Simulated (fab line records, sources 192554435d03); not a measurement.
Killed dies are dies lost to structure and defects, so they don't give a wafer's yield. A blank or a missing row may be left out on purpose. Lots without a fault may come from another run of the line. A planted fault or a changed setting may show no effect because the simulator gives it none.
Problem report in the 8D (eight disciplines) form, filled by code | flow n5_finfet | the parts of the form that need people (team, actions taken, sign-off) are left out

1. THE PROBLEM
spin_speed_rpm at N5_BEOL_M9_COAT_59 reads a mean of 1548.7 rpm on 6 wafers of 2 lots; wafers without a fault read 1500.1 rpm with a standard deviation of 0.97. That is +50 standard deviations from the usual mean.
The step: time 60 s, resist thk 100 nm.
First seen on wafer L385.1, day 13 08:10, on litho_track-05. The record holds 36 wafers of 12 lots with a number at this step. Rule for "out", or "out of limits": more than 4 standard deviations from the usual mean. The other wafers with a number count as sound.

2. WHAT IT IS AND WHAT IT IS NOT
question                    | is                     | is not
which readings at this step | spin_speed_rpm         | -
which lots                  | L385, L386             | L371, L372, L373, L374, L375, L377, L387, L388, L393, L394
which wafers of those lots  | all that have a number | -
read on which tools         | litho_track-05         | litho_track-02, litho_track-03
when                        | from day 13 08:10      | up to then (18 sound wafers); but 12 sound wafers of L387, L388, L393, L394 came after

3. SUSPECTS, AND WHAT RULES EACH OUT
Counting: a tool at a process step up to the reading stays a suspect if it ran every lot that is out and no sound lot after the first of them.
- litho_track-05 at N5_BEOL_M9_COAT_59 (time 60 s, resist thk 100 nm): kept. It ran every lot that is out, first L385 (day 13 08:10), and no sound lot after that; its last sound lot up to then is L377 (day 11 01:15). Its own readings are out on those wafers: spin_speed_rpm.
Left after counting: litho_track-05 at N5_BEOL_M9_COAT_59.

4. THE CAUSE (what the simulator had put in)
Process parameter drift: litho_track-05, from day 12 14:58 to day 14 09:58, at N5_BEOL_M9_COAT_59. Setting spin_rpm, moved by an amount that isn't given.
Counting left only this tool.

5. THE CHAIN OF EFFECTS, in route order
Each row: a reading whose mean over the struck wafers that have a number lies more than 3 standard deviations from the usual. Only readings for which the record gives a usual standard deviation are gone through. hours: the time from each lot's start at the first step in this table that gives one to its start at this step, as a median over the lots. sigmas: the change in usual standard deviations.
hours | step               | reading        | usual      | on struck wafers | change | sigmas
0     | N5_BEOL_M9_COAT_59 | spin_speed_rpm | 1500.1 rpm | 1548.7           | +48.6  | +50
The process steps in it:
- N5_BEOL_M9_COAT_59: time 60 s, resist thk 100 nm.

6. WHAT WOULD HAVE CAUGHT IT SOONER
In this record the first reading out of limits was taken at day 13 08:10, 17 hours after the fault began at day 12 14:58.
